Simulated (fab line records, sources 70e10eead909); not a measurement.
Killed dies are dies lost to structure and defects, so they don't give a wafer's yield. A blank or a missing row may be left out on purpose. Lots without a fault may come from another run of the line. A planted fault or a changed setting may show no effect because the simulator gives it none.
Which tool did it? | flow nand_harc | 11 lots, 33 wafers sampled, at 4 steps of a route of 1302

WHAT THE GAUGES READ, wafer by wafer
NHARC_P_START_INSPECT_01.
lot  | measured     | on                | raw_defect_count
L319 | day 2 06:02  | defect_inspect-02 | 6 3 5
L320 | day 2 16:03  | defect_inspect-01 | 3 7 3
L327 | day 5 14:02  | defect_inspect-01 | 3 2 6
L330 | day 6 20:02  | defect_inspect-01 | 3 2 2
L331 | day 7 06:02  | defect_inspect-01 | 4 2 5
L334 | day 8 12:02  | defect_inspect-02 | 1 3 0
L336 | day 9 08:02  | defect_inspect-02 | 2 4 4
L338 | day 10 04:02 | defect_inspect-01 | 2 3 5
L339 | day 10 14:02 | defect_inspect-01 | 4 1 5
L340 | day 11 00:03 | defect_inspect-01 | 3 1 6
L341 | day 11 10:02 | defect_inspect-01 | 6 2 0

NHARC_P_STI_OCD_MEAS_17.
lot  | measured     | on     | trench_depth_nm (nm) | trench_foot_cd_nm (nm)
L319 | day 3 07:38  | ocd-02 | 303 300 299          | 158.1 153.9 154.7
L320 | day 3 18:47  | ocd-01 | 295 294 301          | 155.7 156.4 158.3
L327 | day 6 16:40  | ocd-02 | 307 430 300          | 156.9 139.3 160.0
L330 | day 7 19:13  | ocd-02 | 419 418 306          | 138.4 140.3 157.6
L331 | day 8 05:44  | ocd-02 | 301 304 299          | 155.7 156.3 152.2
L334 | day 9 12:19  | ocd-02 | 305 306 303          | 158.8 160.0 156.2
L336 | day 10 10:41 | ocd-01 | 296 299 301          | 153.7 158.8 155.3
L338 | day 11 05:39 | ocd-02 | 303 305 309          | 158.2 159.9 159.4
L339 | day 11 14:16 | ocd-02 | 301 306 312          | 161.1 158.1 156.1
L340 | day 12 01:32 | ocd-02 | 307 299 304          | 155.9 162.6 155.4
L341 | day 12 12:33 | ocd-02 | 300 311 305          | 158.2 157.2 156.1

WHICH TOOL RAN EACH LOT (tool, then ch and the chambers of the sampled wafers, then the start)
lot  | NHARC_P_ZERO_WELL_DESCUM_13        | NHARC_P_STI_ETCH_15
L319 | rie_diel-04 ch 1,3, day 2 07:32    | rie_si-04 ch 2,3, day 3 07:22
L320 | rie_diel-08 ch 0,2,3, day 2 19:44  | rie_si-05 ch 2,3, day 3 18:32
L327 | rie_diel-11 ch 0,2,3, day 5 15:22  | rie_si-04 ch 0,1,3, day 6 16:26
L330 | rie_diel-04 ch 1,3, day 6 21:17    | rie_si-04 ch 0,2,3, day 7 18:59
L331 | rie_diel-08 ch 1,2,3, day 7 07:24  | rie_si-01 ch 2,3, day 8 05:29
L334 | rie_diel-08 ch 2,3, day 8 13:25    | rie_si-01 ch 1,2, day 9 12:04
L336 | rie_diel-04 ch 2,3, day 9 09:25    | rie_si-05 ch 1,2,3, day 10 10:29
L338 | rie_diel-04 ch 0,2,3, day 10 05:25 | rie_si-04 ch 1,2,3, day 11 05:24
L339 | rie_diel-08 ch 0,1, day 10 15:16   | rie_si-01 ch 1,2,3, day 11 14:01
L340 | rie_diel-11 ch 0,1,2, day 11 01:25 | rie_si-04 ch 1,2,3, day 12 01:19
L341 | rie_diel-08 ch 0,1,2, day 11 11:25 | rie_si-01 ch 0,1, day 12 12:18
- NHARC_P_ZERO_WELL_DESCUM_13: chemistry O2, time 3 s.
- NHARC_P_STI_ETCH_15: etches the open film in HBr/Cl2, target depth 300 nm, time 100.1 s.

WHAT THE TOOLS THEMSELVES READ (means of the sampled wafers that have a number; where no wafer has one, the mark that the record gives instead)
NHARC_P_ZERO_WELL_DESCUM_13.
lot  | tool        | drypump_motor_current_A (A) | oes_product_au (a.u.) | rf_vpp_V (V) | showerhead_plenum_p_Torr (Torr) | throttle_valve_pct (%)
L319 | rie_diel-04 | 5.8                         | 1.014                 | 56.8         | 1.90                            | 11.311
L320 | rie_diel-08 | 5.8                         | 1.004                 | 58.3         | 1.91                            | 11.315
L327 | rie_diel-11 | 5.9                         | 0.997                 | 58.4         | 1.90                            | 11.307
L330 | rie_diel-04 | 5.7                         | 1.017                 | 57.3         | 1.89                            | 11.309
L331 | rie_diel-08 | 5.6                         | 1.000                 | 57.6         | 1.89                            | 11.311
L334 | rie_diel-08 | 6.0                         | 0.999                 | 57.9         | 1.89                            | 11.315
L336 | rie_diel-04 | 6.3                         | 1.004                 | 57.0         | 1.84                            | 11.315
L338 | rie_diel-04 | 6.2                         | 0.995                 | 58.0         | 1.86                            | 11.305
L339 | rie_diel-08 | 5.0                         | 1.000                 | 58.1         | 1.91                            | 11.312
L340 | rie_diel-11 | 5.9                         | 1.002                 | 56.5         | 1.89                            | 11.311
L341 | rie_diel-08 | 5.4                         | 1.003                 | 57.4         | 1.91                            | 11.318

NHARC_P_STI_ETCH_15.
lot  | tool      | drypump_motor_current_A (A) | oes_product_au (a.u.) | throttle_valve_pct (%)
L319 | rie_si-04 | 5.6                         | 1.003                 | 26.407
L320 | rie_si-05 | 5.7                         | 0.992                 | 26.410
L327 | rie_si-04 | 5.6                         | 1.094                 | 26.404
L330 | rie_si-04 | 5.6                         | 1.167                 | 26.405
L331 | rie_si-01 | 5.2                         | 1.002                 | 26.412
L334 | rie_si-01 | 5.6                         | 1.011                 | 26.411
L336 | rie_si-05 | 6.0                         | 0.998                 | 26.404
L338 | rie_si-04 | 5.9                         | 1.006                 | 26.404
L339 | rie_si-01 | 5.4                         | 1.008                 | 26.409
L340 | rie_si-04 | 5.9                         | 1.011                 | 26.404
L341 | rie_si-01 | 5.7                         | 1.012                 | 26.397

THE ANSWER, worked out from the rows above alone
Rule: what is usual is taken from the lots themselves. Put in order of their means at a reading, lots are off if they are a third of the lots or fewer, leave a main group of 4 or more, and stand apart from it by a gap of 3 or more times the standard deviation of the main group's means; of several such gaps the widest counts. A main group whose means are all the same, to the digits that the tables above print for the reading, isn't used. A lot without any number at a reading at which 4 lots or more have one is off too. The other lots that the step has rows for count as sound. The gauges are gone through in route order, then the tools' own readings, and for those a lot's mean is taken as printed above. The first step at which some lot is off is used, and at that step the reading that is off furthest; a lot without a number counts as furthest.
Off: L327, L330, at NHARC_P_STI_OCD_MEAS_17 (trench_depth_nm). The main group: mean 303 nm, standard deviation 3.2.
A tool fits if, at a process step before that reading, it ran every lot that is off, and no sound lot after the first of them. The gauges at NHARC_P_STI_OCD_MEAS_17 aren't tried: what is off there is off at NHARC_P_STI_ETCH_15 too, on other tools, and a gauge's error can't cause that. None of those tried fits.

WHAT THE SIMULATOR HAD PUT IN
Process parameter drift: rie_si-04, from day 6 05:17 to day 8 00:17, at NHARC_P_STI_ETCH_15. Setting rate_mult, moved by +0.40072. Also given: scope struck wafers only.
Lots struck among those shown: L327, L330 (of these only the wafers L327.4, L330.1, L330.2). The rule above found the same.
